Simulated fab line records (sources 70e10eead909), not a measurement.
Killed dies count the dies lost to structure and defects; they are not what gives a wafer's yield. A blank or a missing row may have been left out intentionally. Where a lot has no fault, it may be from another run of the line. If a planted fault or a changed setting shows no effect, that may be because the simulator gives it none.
fab line records	flow nand_harc
record lots=6	wafers=18	last_day=32
route steps=1302 shown P_CONTACT@218
lots that met no fault: taken from a fault-free run of the same line
start_h: start of the lot's first displayed wafer, in hours after the record's first day	wait_h: hours from the lot's prior step to this one	" repeats the value in the row above	L1.1+2: one row covering several wafers at once	- no value present, or no start provided	* or withheld: withheld	< > ~ a bound
route shown NAME@n: a module of which the file shows steps, and the number in the route of the first	usual: mean/standard deviation of fault-free wafers	same: alike in all rows	chamber/n: place in a boat	sites: readings site by site	_std_site: how widely they spread, as a standard deviation	_edge_site: inner sites' mean taken away from outer sites' mean	radius_mm: for every site, how far away it sits from the centre of the wafer	mask NAME#n: copy n	behind: the last tool/chamber to shape the wafer	hold: what put the lot on hold/how long, in hours/how the hold closed	device: transistor that didn't switch, given as n, p or np	end of line: tests run on the same wafers once the route is complete	where a step has no rows: the recipe by itself	killed: dies that structure and defects cost at the first sort, which is not the same as the wafer's yield	map: a wafer's dies, marking killed ones x, the rest . and places with no die _
set.NAME: the run value of the setting; set.NAME@STEP: its run value at that earlier step	model.NAME: the simulator's own value behind a step, which no gauge read
certain route steps with their lots: each step a table, each wafer a row
services: when a tool's chamber went out of use (start_h, in hours from the record's first day, below 0 if earlier), for how many hours, and the reason
## steps
# step NHARC_P_CONTACT_DEP_00
# recipe target_thk_a=5000	temp_c=400	pressure_torr=6.5	rf_w=900	teos_flow_sccm=161.4	flow_sccm=2650	target_thk_nm=500	gas=O2	material=SiO2
# usual heater_power_outer_w=292/54	heater_power_w=544/76	throttle_valve_pct=16.1/0.41
lot.wafer	tool	chamber	start_h	wait_h	heater_power_outer_w	heater_power_w	throttle_valve_pct
L315.3	pecvd-03	0	-	-	230	518	16.8
L315.4	"	2	"	"	239	488	16.1
L315.5	"	1	"	"	239	426	16.5
L316.1	pecvd-03	1	-	-	217	396	16.5
L316.6	"	1	"	"	225	415	16.3
L316.5	"	0	"	"	292	610	16.9
L323.1	pecvd-02	2	-	-	333	550	16.2
L323.6	"	0	"	"	302	568	16.7
L323.5	"	1	"	"	323	586	15.7
L325.3	pecvd-02	0	-	-	283	561	16.5
L325.5	"	1	"	"	344	628	15.3
L325.4	"	0	"	"	185	438	16.7
L326.2	pecvd-01	2	-	-	288	575	16.3
L326.3	"	1	"	"	285	532	16.2
L326.4	"	0	"	"	232	440	15.9
L332.2	pecvd-02	0	-	-	231	489	16.4
L332.6	"	2	"	"	339	552	16.1
L332.5	"	1	"	"	342	608	15.2
# step NHARC_P_CONTACT_CMP_01
# recipe target_thk_nm=200	material=SiO2
# usual motor_current_A=12.0/0.79
lot.wafer	tool	chamber	start_h	wait_h	motor_current_A
L315.4	cmp-04	3	132.87	-	10.7
L315.3	"	0	"	"	11.6
L315.5	"	2	"	"	11.7
L316.1	cmp-04	1	149.95	-	11.2
L316.6	"	3	"	"	11.2
L316.5	"	0	"	"	11.8
L323.1	cmp-03	0	227.11	-	13.0
L323.5	"	3	"	"	12.3
L323.6	"	0	"	"	13.4
L325.3	cmp-04	2	241.24	-	12.3
L325.4	"	0	"	"	11.3
L325.5	"	3	"	"	11.5
L326.2	cmp-03	3	243.90	-	11.8
L326.3	"	0	"	"	13.8
L326.4	"	2	"	"	12.4
L332.2	cmp-01	2	304.38	-	12.5
L332.5	"	3	"	"	13.0
L332.6	"	0	"	"	12.3
# step NHARC_P_CONTACT_SRD_03
# step NHARC_P_CONTACT_DEHYDRATE_04
# recipe temp_c=150	time_s=120
# step NHARC_P_CONTACT_HMDS_05
# recipe time_s=30
# step NHARC_P_CONTACT_COAT_33
# recipe temp_c=260	time_s=75
# step NHARC_P_CONTACT_COAT_34
# recipe temp_c=225	time_s=65
# step NHARC_P_CONTACT_COAT_06
# recipe spin_rpm=1500	resist_thk_nm=90
# step NHARC_P_CONTACT_SOFTBAKE_07
# recipe temp_c=105	time_s=55
# step NHARC_P_CONTACT_EBR_08
# step NHARC_P_CONTACT_EXPOSE_09
# recipe na=1.35	target_cd_nm=90	dose_mj=81.26	mask_id=P_CA
# step NHARC_P_CONTACT_PEB_10
# recipe peb_temp_c=100	peb_time_s=65
# usual heater_power_total_W=156.6/0.42	resist_line_temp_C=23.00/0.094
lot.wafer	tool	chamber	start_h	wait_h	heater_power_total_W	resist_line_temp_C
L315.3	litho_track-01	0	133.60	0.0	156.3	23.03
L315.4	"	0	"	"	157.0	23.05
L315.5	"	0	"	"	156.1	22.92
L316.1	litho_track-04	0	150.52	0.1	156.1	23.10
L316.5	"	0	"	"	157.0	22.92
L316.6	"	0	"	"	157.0	23.05
L323.1	litho_track-04	0	227.71	0.1	157.2	23.07
L323.5	"	0	"	"	156.0	22.90
L323.6	"	0	"	"	157.0	22.93
L325.3	litho_track-04	0	241.99	0.0	156.2	22.94
L325.4	"	0	"	"	156.2	23.03
L325.5	"	0	"	"	156.9	23.02
L326.2	litho_track-01	0	244.65	0.1	157.0	22.89
L326.3	"	0	"	"	156.1	23.11
L326.4	"	0	"	"	156.3	23.04
L332.2	litho_track-06	0	304.93	0.1	156.4	23.05
L332.5	"	0	"	"	156.9	23.03
L332.6	"	0	"	"	156.8	23.22
# step NHARC_P_CONTACT_DEVELOP_11
# recipe develop_time_s=35	dev_temp_c=23
# step NHARC_P_CONTACT_CD_MEAS_12
# recipe target_cd_nm=90	landing_energy_ev=500
# usual cd_nm=89.9/0.84
# same landing_energy_ev=500
lot.wafer	tool	chamber	start_h	wait_h	cd_nm
L315.3	cd_sem-02	0	133.68	-	89.4
L315.4	"	0	"	"	90.1
L315.5	"	0	"	"	89.4
L316.1	cd_sem-03	0	150.60	-	90.4
L316.5	"	0	"	"	88.5
L316.6	"	0	"	"	89.4
L323.1	cd_sem-01	0	227.79	-	90.5
L323.5	"	0	"	"	89.7
L323.6	"	0	"	"	101.9
L325.3	cd_sem-02	0	242.07	-	100.5
L325.4	"	0	"	"	101.4
L325.5	"	0	"	"	88.7
L326.2	cd_sem-01	0	244.73	-	89.3
L326.3	"	0	"	"	89.2
L326.4	"	0	"	"	89.0
L332.2	cd_sem-02	0	305.01	-	89.7
L332.5	"	0	"	"	91.1
L332.6	"	0	"	"	90.9
# step NHARC_P_CONTACT_OVL_MEAS_13
# usual overlay_x_nm=-0.4/1	overlay_y_nm=-0.1/0.92
lot.wafer	tool	chamber	start_h	wait_h	overlay_x_nm	overlay_y_nm
L315.3	overlay-01	-	133.77	-	0.8	0.0
L315.4	"	-	"	"	0.8	0.8
L315.5	"	-	"	"	0.4	0.2
L316.1	overlay-02	-	150.69	-	-0.6	-1.0
L316.5	"	-	"	"	-0.6	-0.4
L316.6	"	-	"	"	-0.5	0.0
L323.1	overlay-01	-	227.88	-	-0.9	-0.5
L323.5	"	-	"	"	-0.4	-0.8
L323.6	"	-	"	"	-0.3	-0.2
L325.3	overlay-02	-	242.16	-	-1.2	0.1
L325.4	"	-	"	"	-0.5	0.4
L325.5	"	-	"	"	-0.6	-0.1
L326.2	overlay-02	-	244.82	-	0.7	0.3
L326.3	"	-	"	"	0.6	0.5
L326.4	"	-	"	"	0.8	0.4
L332.2	overlay-02	-	305.10	-	0.5	-0.6
L332.5	"	-	"	"	1.1	-0.9
L332.6	"	-	"	"	0.1	-1.0
# step NHARC_P_CONTACT_INSPECT_14
# usual raw_defect_count=4.0/2.5
lot.wafer	tool	chamber	start_h	wait_h	raw_defect_count
L315.3	defect_inspect-02	-	133.80	0.0	6
L315.4	"	-	"	"	12
L315.5	"	-	"	"	8
L316.1	defect_inspect-01	-	150.72	0.0	4
L316.5	"	-	"	"	4
L316.6	"	-	"	"	4
L323.1	defect_inspect-02	-	227.92	0.0	4
L323.5	"	-	"	"	3
L323.6	"	-	"	"	3
L325.3	defect_inspect-02	-	242.19	0.0	2
L325.4	"	-	"	"	0
L325.5	"	-	"	"	5
L326.2	defect_inspect-02	-	244.86	0.0	3
L326.3	"	-	"	"	2
L326.4	"	-	"	"	2
L332.2	defect_inspect-02	-	305.13	0.0	8
L332.5	"	-	"	"	14
L332.6	"	-	"	"	7
# step NHARC_P_CONTACT_DESCUM_17
# recipe time_s=3	o2_flow_sccm=200	ar_flow_sccm=0	bias_power_w=0	chemistry=O2
# usual drypump_motor_current_A=5.6/0.45	oes_product_au=0.997/0.01	rf_vpp_V=57.9/0.84	showerhead_plenum_p_Torr=1.94/0.087	throttle_valve_pct=11.311/0.0083
lot.wafer	tool	chamber	start_h	wait_h	drypump_motor_current_A	oes_product_au	rf_hours_counter_h	rf_vpp_V	showerhead_plenum_p_Torr	throttle_valve_pct	model.P_CONTACT.cd_nm
L315.4	rie_diel-13	3	133.87	0.1	6.0	1.011	6.6	56.9	2.05	11.302	89.65
L315.3	"	0	"	"	5.8	1.003	6.6	56.8	1.79	11.313	88.66
L315.5	"	2	"	"	5.5	0.992	-	58.5	2.03	11.303	89.9
L316.1	rie_diel-02	0	150.79	0.1	5.0	1.007	3.1	58.0	1.96	11.318	90.23
L316.6	"	3	"	"	6.2	1.005	-	57.3	1.94	11.307	89.95
L316.5	"	0	"	"	5.0	0.994	-	57.3	1.96	11.321	88.24
L323.1	rie_diel-13	0	227.99	0.1	5.8	0.986	3.0	57.0	1.79	11.298	90.42
L323.5	"	3	"	"	6.1	0.981	-	60.3	2.04	11.318	89.86
L323.6	"	0	"	"	5.8	0.979	-	57.0	1.79	11.318	101.8
L325.3	rie_diel-02	0	242.26	0.1	5.0	0.997	0.4	58.7	1.96	11.307	100.3
L325.4	"	1	"	"	5.7	0.997	0.6	59.1	1.91	11.313	101.3
L325.5	"	3	"	"	6.2	1.003	-	57.4	1.94	11.311	89.19
L326.2	rie_diel-06	1	244.92	0.1	4.7	1.001	2.4	59.4	1.92	11.301	89.15
L326.3	"	2	"	"	5.6	1.022	2.4	57.4	2.02	11.312	88.87
L326.4	"	3	"	"	6.2	1.003	2.4	58.3	1.90	11.309	88.3
L332.2	rie_diel-13	0	305.21	0.1	5.8	0.978	7.4	56.9	1.79	11.315	89.66
L332.6	"	2	"	"	5.5	0.987	-	58.6	2.03	11.311	90.81
L332.5	"	3	"	"	6.1	0.997	-	57.7	2.04	11.310	90.59
# step NHARC_P_CONTACT_ETCH_35
# recipe target_depth_a=390	over_etch_frac=0.3	time_s=65	ion_energy_ev=80	cf4_flow_sccm=150	ar_flow_sccm=0	rf_w=300	bias_w=100	chemistry=CF4
# usual drypump_motor_current_A=5.6/0.44	oes_product_au=0.999/0.0096	rf_vpp_V=151.6/1.2	showerhead_plenum_p_Torr=1.80/0.074	throttle_valve_pct=13.284/0.0097
lot.wafer	tool	chamber	start_h	wait_h	drypump_motor_current_A	oes_product_au	rf_hours_counter_h	rf_vpp_V	showerhead_plenum_p_Torr	throttle_valve_pct
L315.3	rie_diel-13	2	133.95	0.1	5.5	1.005	6.2	153.1	1.87	13.268
L315.4	"	0	"	"	5.8	1.002	6.6	149.8	1.66	13.293
L315.5	"	2	"	"	5.5	0.993	-	153.7	1.87	13.282
L316.1	rie_diel-02	3	150.89	0.1	6.2	1.005	3.1	153.2	1.79	13.307
L316.5	"	0	"	"	5.0	0.994	-	151.1	1.81	13.284
L316.6	"	1	"	"	5.7	0.996	-	151.6	1.77	13.296
L323.1	rie_diel-13	0	228.07	0.1	5.8	0.977	3.1	150.1	1.66	13.280
L323.5	"	2	"	"	5.5	0.997	-	152.3	1.87	13.278
L323.6	"	3	"	"	6.0	0.994	-	152.3	1.88	13.311
L325.3	rie_diel-02	0	242.34	0.1	5.0	1.011	0.5	152.5	1.81	13.279
L325.4	"	3	"	"	6.2	1.014	0.4	152.1	1.79	13.270
L325.5	"	1	"	"	5.7	1.003	-	152.0	1.77	13.284
L326.2	rie_diel-06	2	245.00	0.1	5.6	1.000	2.4	153.9	1.86	13.279
L326.3	"	0	"	"	5.5	0.985	2.5	150.4	1.66	13.282
L326.4	"	1	"	"	4.7	0.995	2.4	151.3	1.77	13.291
L332.2	rie_diel-13	0	305.29	0.1	5.8	0.984	7.4	150.2	1.66	13.287
L332.6	"	2	"	"	5.6	0.982	-	151.1	1.87	13.301
L332.5	"	3	"	"	6.1	1.005	-	152.5	1.88	13.290
# step NHARC_P_CONTACT_ETCH_36
# recipe target_depth_a=2600	over_etch_frac=0.25	time_s=406.25	ion_energy_ev=200	n2_flow_sccm=150	h2_flow_sccm=150	ar_flow_sccm=0	rf_w=400	bias_w=150	chemistry=N2/H2
# usual drypump_motor_current_A=5.6/0.44	oes_product_au=0.999/0.0091	rf_vpp_V=431.4/2.8	showerhead_plenum_p_Torr=2.07/0.096	throttle_valve_pct=14.171/0.0085
lot.wafer	tool	chamber	start_h	wait_h	drypump_motor_current_A	oes_product_au	rf_hours_counter_h	rf_vpp_V	showerhead_plenum_p_Torr	throttle_valve_pct
L315.4	rie_diel-13	2	-	-	5.5	0.996	6.3	434.1	2.17	14.171
L315.3	"	3	"	"	6.0	1.002	6.7	434.8	2.18	14.175
L315.5	"	1	"	"	5.3	0.992	-	433.2	2.12	14.186
L316.1	rie_diel-02	3	-	-	6.2	1.007	3.1	432.7	2.07	14.157
L316.6	"	3	"	"	6.2	1.018	-	431.5	2.07	14.179
L316.5	"	0	"	"	5.0	1.006	-	434.1	2.09	14.183
L323.1	rie_diel-13	3	-	-	6.1	0.987	1.7	434.2	2.18	14.172
L323.6	"	3	"	"	6.1	0.989	-	433.6	2.18	14.187
L323.5	"	0	"	"	5.8	0.989	-	427.3	1.90	14.180
L325.3	rie_diel-02	2	-	-	5.6	0.994	0.6	434.4	2.18	14.170
L325.4	"	3	"	"	6.2	1.017	0.5	431.4	2.07	14.182
L325.5	"	2	"	"	5.6	0.992	-	433.9	2.18	14.175
L326.2	rie_diel-06	0	-	-	5.5	0.997	2.6	427.2	1.89	14.175
L326.3	"	1	"	"	4.7	1.007	2.5	429.3	2.05	14.172
L326.4	"	3	"	"	6.2	0.997	2.5	430.8	2.02	14.170
L332.2	rie_diel-13	2	-	-	5.5	0.998	7.3	434.4	2.17	14.175
L332.6	"	1	"	"	5.3	0.991	-	434.2	2.12	14.179
L332.5	"	2	"	"	5.6	1.000	-	434.4	2.17	14.181
# step NHARC_P_CONTACT_ETCH_18
# recipe target_depth_a=4810	time_s=240.5	c4f8_flow_sccm=20	o2_flow_sccm=10	ar_flow_sccm=withheld	rf_w=600	bias_w=1500	chemistry=C4F8/O2/Ar
# usual oes_product_au=0.953/0.019	rf_vpp_V=980/6.2
lot.wafer	tool	chamber	start_h	wait_h	oes_product_au	rf_hours_counter_h	rf_vpp_V
L315.3	rie_diel-13	3	-	-	0.969	6.8	986
L315.4	"	1	"	"	0.972	6.5	983
L315.5	"	3	"	"	0.970	-	986
L316.1	rie_diel-02	0	-	-	0.920	3.4	983
L316.6	"	2	"	"	0.928	-	987
L316.5	"	3	"	"	0.920	-	979
L323.1	rie_diel-13	0	-	-	0.936	3.3	969
L323.5	"	3	"	"	0.935	-	988
L323.6	"	0	"	"	0.941	-	971
L325.3	rie_diel-02	3	-	-	0.956	0.6	980
L325.4	"	1	"	"	0.976	0.9	979
L325.5	"	2	"	"	0.972	-	986
L326.2	rie_diel-06	3	-	-	0.951	2.6	976
L326.3	"	1	"	"	0.956	2.7	977
L326.4	"	2	"	"	0.977	2.6	986
L332.2	rie_diel-13	1	-	-	0.956	7.6	983
L332.6	"	3	"	"	0.950	-	988
L332.5	"	0	"	"	0.954	-	971
# step NHARC_P_CONTACT_STRIP_37
# recipe c4f8_flow_sccm=withheld	o2_flow_sccm=8	ar_flow_sccm=withheld	bias_w=0	chemistry=C4F8/O2/Ar
# step NHARC_P_CONTACT_ETCH_31
# recipe target_depth_a=300	time_s=85.7	ion_energy_ev=120	over_etch_frac=1	ch3f_flow_sccm=50	o2_flow_sccm=30	ar_flow_sccm=200	rf_w=500	bias_w=100	chemistry=CH3F/O2
# usual ch3f_flow_sccm=49.99/0.14	drypump_motor_current_A=5.6/0.44	oes_product_au=0.975/0.013	rf_vpp_V=244.7/1.8	showerhead_plenum_p_Torr=2.49/0.11	throttle_valve_pct=20.663/0.009
lot.wafer	tool	chamber	start_h	wait_h	ch3f_flow_sccm	drypump_motor_current_A	oes_product_au	rf_hours_counter_h	rf_vpp_V	showerhead_plenum_p_Torr	throttle_valve_pct	model.P_CONTACT.cd_nm
L315.3	rie_diel-13	0	-	-	49.84	5.8	0.998	7.1	241.6	2.30	20.666	89.3
L315.4	"	1	"	"	49.89	5.3	0.988	6.5	246.8	2.55	20.654	89.88
L315.5	"	0	"	"	49.64	5.8	0.991	-	241.5	2.30	20.673	89.66
L316.1	rie_diel-02	2	-	-	50.16	5.6	0.974	3.1	246.6	2.62	20.661	87.91
L316.5	"	3	"	"	50.05	6.2	0.985	-	244.7	2.49	20.656	86.26
L316.6	"	0	"	"	50.31	5.0	0.954	-	246.1	2.51	20.675	87.76
L323.1	rie_diel-13	0	-	-	50.09	5.8	0.968	3.4	242.6	2.30	20.673	91.35
L323.6	"	2	"	"	50.10	5.5	0.982	-	247.3	2.60	20.658	103.8
L323.5	"	3	"	"	50.03	6.0	0.970	-	248.6	2.62	20.650	89.23
L325.3	rie_diel-02	3	-	-	50.01	6.2	0.989	0.7	244.5	2.49	20.664	102.3
L325.4	"	1	"	"	50.21	5.7	0.972	0.9	243.0	2.46	20.675	102.6
L325.5	"	3	"	"	49.94	6.2	0.977	-	245.6	2.49	20.638	91.81
L326.3	rie_diel-06	3	-	-	50.18	6.2	0.978	2.7	245.1	2.44	20.651	87.64
L326.4	"	0	"	"	49.86	5.5	0.975	2.9	241.8	2.29	20.661	88.31
L326.2	"	1	"	"	50.04	4.7	0.966	2.7	245.9	2.47	20.678	84.25
L332.2	rie_diel-13	0	-	-	50.12	5.8	0.970	7.7	242.3	2.30	20.650	90.24
L332.5	"	0	"	"	49.96	5.8	0.972	-	240.9	2.30	20.667	90.11
L332.6	"	1	"	"	50.13	5.3	0.967	-	246.4	2.55	20.668	93
# step NHARC_P_CONTACT_CD_MEAS_19
# usual cd_nm=89.5/1.8
lot.wafer	tool	chamber	start_h	wait_h	cd_nm
L315.3	cd_sem-01	-	134.75	-	89.2
L315.4	"	-	"	"	90.2
L315.5	"	-	"	"	89.7
L316.1	cd_sem-02	-	151.66	-	88.2
L316.5	"	-	"	"	86.3
L316.6	"	-	"	"	87.7
L323.1	cd_sem-01	-	228.85	-	91.4
L323.5	"	-	"	"	89.1
L323.6	"	-	"	"	103.7
L325.3	cd_sem-01	-	243.13	-	102.2
L325.4	"	-	"	"	102.7
L325.5	"	-	"	"	91.7
L326.2	cd_sem-03	-	245.79	-	84.1
L326.3	"	-	"	"	87.9
L326.4	"	-	"	"	88.5
L332.2	cd_sem-03	-	306.07	-	90.2
L332.5	"	-	"	"	90.2
L332.6	"	-	"	"	93.0
## services
tool	chamber	start_h	hours	kind
cmp-04	-	111.00	4.0	pm
cmp-03	-	111.27	2.5	repair
rie_diel-06	-	130.20	9.0	pm
rie_diel-02	1	139.17	3.0	repair
rie_diel-02	2	151.61	5.2	repair
litho_track-01	-	155.00	7.0	pm
cmp-03	-	162.79	4.0	pm
rie_diel-13	-	165.26	9.0	pm
cmp-04	-	170.47	2.0	repair
pecvd-03	-	185.00	13.0	pm
rie_diel-06	3	199.06	6.0	repair
rie_diel-13	3	199.71	7.7	repair
rie_diel-06	-	200.35	0.3	repair
litho_track-04	-	203.00	7.0	pm
rie_diel-02	0	207.67	6.7	repair
cmp-04	-	209.00	4.0	pm
rie_diel-02	-	216.82	9.0	pm
pecvd-02	-	227.06	13.0	pm
rie_diel-06	-	234.73	0.2	repair
cmp-04	-	244.11	1.4	repair
cmp-04	-	255.96	2.2	repair
cmp-04	-	260.28	0.2	repair
rie_diel-02	1	262.59	5.5	repair
rie_diel-13	2	286.03	8.9	repair
## key
first_sign step=NHARC_P_CONTACT_CD_MEAS_12	reading=cd_nm	direction=up	sigmas=14	usual=89.9	struck=101.3
effect step=NHARC_P_CONTACT_CD_MEAS_19	reading=cd_nm	direction=up	sigmas=7.3	usual=89.5	struck=102.9
model_effect step=NHARC_P_CONTACT_DESCUM_17	value=P_CONTACT.cd_nm	without=89.44	struck=101.1
model_effect step=NHARC_P_CONTACT_ETCH_31	value=P_CONTACT.cd_nm	without=91.2	struck=102.9
met_at NHARC_P_CONTACT_PEB_10
struck_wafers L323.6,L325.3,L325.4
sort_left_out L323.6,L325.3,L325.4
tester_left_out L323,L325
onset_between 150.52 227.71
fault kind=process_parameter_drift	tool=litho_track-04	chamber=-	onset_h=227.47	steps=NHARC_P_CONTACT_PEB_10	channel=peb_time_s	offset=*	shape=step	end_h=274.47	scope=struck_wafers_only	acts_in=*	stated=*
# tester_left_out: of these lots the tester's yield and bins aren't shown, on N5 and GAA mostly nor the transistor test; their killed dies are dies lost to structure and defects alone, not to doping, threshold or leakage, so they don't give the yield
# sort_left_out: the simulated sort isn't trusted on such a fault, so these wafers' sort isn't shown, and their yield isn't known
